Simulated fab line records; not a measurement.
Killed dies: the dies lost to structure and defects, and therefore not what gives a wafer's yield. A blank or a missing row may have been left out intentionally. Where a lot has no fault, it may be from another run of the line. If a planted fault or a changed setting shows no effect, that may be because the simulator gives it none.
Comparing a struck lot with a sound one ; flow nandHarc ; 14 steps out of a route of 1302
Sound: these wafers, L273.1, L273.2, L273.5. Struck: wafer L285.2 (L285.3, L285.5, from the same lot, were not struck and are left out); the cause is given at the end.
At each step with rows: each side's tool, then ch and its chambers, then its first start. Under that, the readings that differ: sound wafers ; struck wafers ; difference of the means ; sigmas: that difference in standard deviations of wafers without a fault.
alike: words and numbers the same on both sides, and readings whose means are apart by under 2 such deviations; not compared: readings that were withheld, readings missing a value for some wafer, numbers with overlapping values and no deviation given by the record, and bounds like >300 which may hide the same value.
Wherever a step has rows on one side only, a row that says differs or no value, or a row with sigmas, the two part there. Numbers that have no deviation but don't overlap get no sigmas and don't part them. A reading missing from all wafers of one side parts the sides only when that side holds two or more wafers.

first, 3 steps without rows for these wafers: NHARC_A_CHANNEL_HOLE_D2_STRIP_41 (strips in N2/H2); NHARC_A_CHANNEL_HOLE_D2_STRIP_42 (strips in CF4/CHF3); NHARC_A_CHANNEL_HOLE_D2_STRIP_43 (strips in O2/COS).
NHARC_A_CHANNEL_HOLE_D2_ETCH_44: etches the open film in CF4/O2, target depth 140 nm, overetch 14 nm, time 77 s.
  sound on rieDiel-02 ch 0,1,2, day 13 19:34; struck on rieDiel-08 ch 1, day 19 08:26
reading;sound;struck;difference;sigmas
oesProductAu (a.u.);0.993 0.997 0.991;0.965;-0.029;-3
showerheadPlenumPTorr (Torr);1.29 1.26 1.26;1.41;+0.14;+2
  alike: drypumpMotorCurrentA, oes_f_703_au, rfVppV, throttleValvePct
  not compared: rfHoursCounterH
NHARC_A_CHANNEL_HOLE_D2_STRIP_28: strips in O2.
  sound on rieDiel-02 ch 0,1,3; struck on rieDiel-08 ch 2
  alike: drypumpMotorCurrentA, oesProductAu, rfVppV, showerheadPlenumPTorr, throttleValvePct
  not compared: rfHoursCounterH
then, 2 steps without rows for these wafers: NHARC_A_CHANNEL_HOLE_D2_PRECLEAN_29 (cleans in SC1); NHARC_A_CHANNEL_HOLE_D2_SRD_30.
NHARC_A_CHANNEL_HOLE_D2_CD_MEAS_31:
  sound: cdSem-01 at day 13 20:21; struck: cdSem-01 at day 19 09:13
  alike: cdNm
NHARC_A_CHANNEL_HOLE_D2_XSEM_32:
  sound on xsem-02 ch 0, day 13 20:26; struck on xsem-02 ch 0, day 19 09:19
reading;sound;struck;difference;sigmas
bowNm (nm);8.35 8.37 8.39;9.07;+0.70;+3
  alike: botCdNm, tiltDeg
NHARC_A_CHANNEL_HOLE_D2_INSPECT_40:
  sound: defectInspect-01 at day 13 20:32; struck: defectInspect-01 at day 19 09:25
  alike: rawDefectCount
then, 2 steps without rows for these wafers: NHARC_A_CHANNEL_FILL_D2_PRECLEAN_00 (cleans in SC1); NHARC_A_CHANNEL_FILL_D2_SRD_01.
NHARC_A_CHANNEL_FILL_D2_ALD_02: deposits SiO2, target thk 6 nm, pulse time 10 s, ald cycles 60.
  sound on aldHk-03 ch 1,3, day 13 20:49; struck on aldHk-03 ch 2, day 19 09:40
reading;sound;struck;difference;sigmas
aldCycles;60 60 60;69;+9;
  alike: heaterPowerW, precursorPulseHeightRel
NHARC_A_CHANNEL_FILL_D2_ALD_03: deposits SiNx, target thk 6 nm, pulse time 60 s, ald cycles 58.
  sound on aldSinBatch-01 ch 0; struck on aldSinBatch-02 ch 0
  alike: precursorPulseHeightRel
  not compared: aldCycles

## WHERE THEY PART
First at NHARC_A_CHANNEL_HOLE_D2_ETCH_44; last, within this record, at NHARC_A_CHANNEL_HOLE_D2_XSEM_32. Later steps at which nothing parts them and some readings are alike: NHARC_A_CHANNEL_HOLE_D2_INSPECT_40, NHARC_A_CHANNEL_FILL_D2_ALD_02, NHARC_A_CHANNEL_FILL_D2_ALD_03.

WHY: what had been put in by the simulator
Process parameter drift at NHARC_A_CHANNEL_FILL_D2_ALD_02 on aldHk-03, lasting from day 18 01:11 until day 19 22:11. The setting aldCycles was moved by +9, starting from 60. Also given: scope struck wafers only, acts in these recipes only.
